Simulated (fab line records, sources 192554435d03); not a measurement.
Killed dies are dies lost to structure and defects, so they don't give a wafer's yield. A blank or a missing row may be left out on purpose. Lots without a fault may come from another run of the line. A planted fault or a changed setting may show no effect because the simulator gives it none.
Chamber matching | flow n5_finfet | N5_BEOL_M5_PECVD_70 on pecvd-02: 3 sister chambers
The step deposits SiO2 from TEOS/O2, target thk 16 nm, time 18 s. 22 wafers are shown with their chamber, then 11 later ones without.

WAFERS WITH THEIR CHAMBER
wafer  | chamber | throttle_valve_pct (%) | heater_power_w (W) | showerhead_plenum_p_Torr (Torr)
L074.1 | 0       | 22.8                   | 793                | 8.80
L074.2 | 2       | 21.3                   | 691                | 8.81
L074.6 | 0       | 22.9                   | 787                | 8.81
L075.1 | 1       | 21.7                   | 587                | 8.75
L075.4 | 0       | 22.9                   | 852                | 8.81
L075.5 | 2       | 21.2                   | 744                | 8.82
L076.1 | 2       | 21.2                   | 741                | 8.81
L076.2 | 1       | 21.6                   | 574                | 8.76
L076.4 | 0       | 22.9                   | 805                | 8.82
L078.3 | 0       | 23.0                   | 800                | 8.80
L078.5 | 2       | 21.1                   | 698                | 8.83
L078.6 | 1       | 21.5                   | 534                | 8.75
L077.2 | 1       | 21.5                   | 623                | 8.71
L077.5 | 1       | 21.9                   | 611                | 8.75
L077.6 | 2       | 21.1                   | 681                | 8.81
L085.1 | 1       | 21.7                   | 631                | 8.73
L085.5 | 1       | 21.6                   | 640                | 8.73
L085.6 | 2       | 21.6                   | 687                | 8.78
L088.2 | 1       | 21.4                   | 612                | 8.74
L088.3 | 2       | 21.0                   | 734                | 8.84
L088.5 | 1       | 21.6                   | 609                | 8.72
L090.3 | 2       | 21.1                   | 701                | 8.82

SIGNATURES (means of the wafers above)
reading                  | chamber 0 | chamber 1 | chamber 2 | scatter within a chamber
throttle_valve_pct       | 22.900    | 21.611    | 21.200    | 0.15
heater_power_w           | 807.40    | 602.33    | 709.62    | 28.9
showerhead_plenum_p_Torr | 8.8080    | 8.7378    | 8.8150    | 0.0156
Rule: a wafer's distance from a chamber is the root of the sum, over the readings, of the square of ((its reading less the chamber's mean) divided by the reading's scatter). The wafer belongs to the nearest chamber; if the next one is less than 2 further off, it can't be placed. The scatter: the root of (the sum of the squares of (reading less its chamber's mean) over the shown wafers, divided by (wafers less chambers)).

WAFERS WITHOUT THEIR CHAMBER
wafer  | throttle_valve_pct (%) | heater_power_w (W) | showerhead_plenum_p_Torr (Torr)
L090.5 | 21.5                   | 685                | 8.82
L090.6 | 22.0                   | 638                | 8.74
L093.1 | 21.4                   | 627                | 8.73
L093.3 | 21.4                   | 749                | 8.80
L093.6 | 22.9                   | 810                | 8.81
L094.2 | 21.6                   | 732                | 8.82
L094.3 | 22.7                   | 830                | 8.81
L094.5 | 22.7                   | 809                | 8.82
L096.3 | 21.7                   | 689                | 8.80
L096.4 | 21.8                   | 630                | 8.73
L096.5 | 22.8                   | 787                | 8.78

WHICH CHAMBER EACH WENT THROUGH
wafer  | from the rows above     | in truth
L090.5 | 2                       | 2
L090.6 | 1                       | 1
L093.1 | 1                       | 1
L093.3 | 2                       | 2
L093.6 | 0                       | 0
L094.2 | 2                       | 2
L094.3 | 0                       | 0
L094.5 | 0                       | 0
L096.3 | can't be placed: 2 or 1 | 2
L096.4 | 1                       | 1
L096.5 | 0                       | 0
Placed correctly: 10 of 11. Can't be placed from these rows: 1 (the true chamber is among the candidates in 1). Placed wrongly: 0.
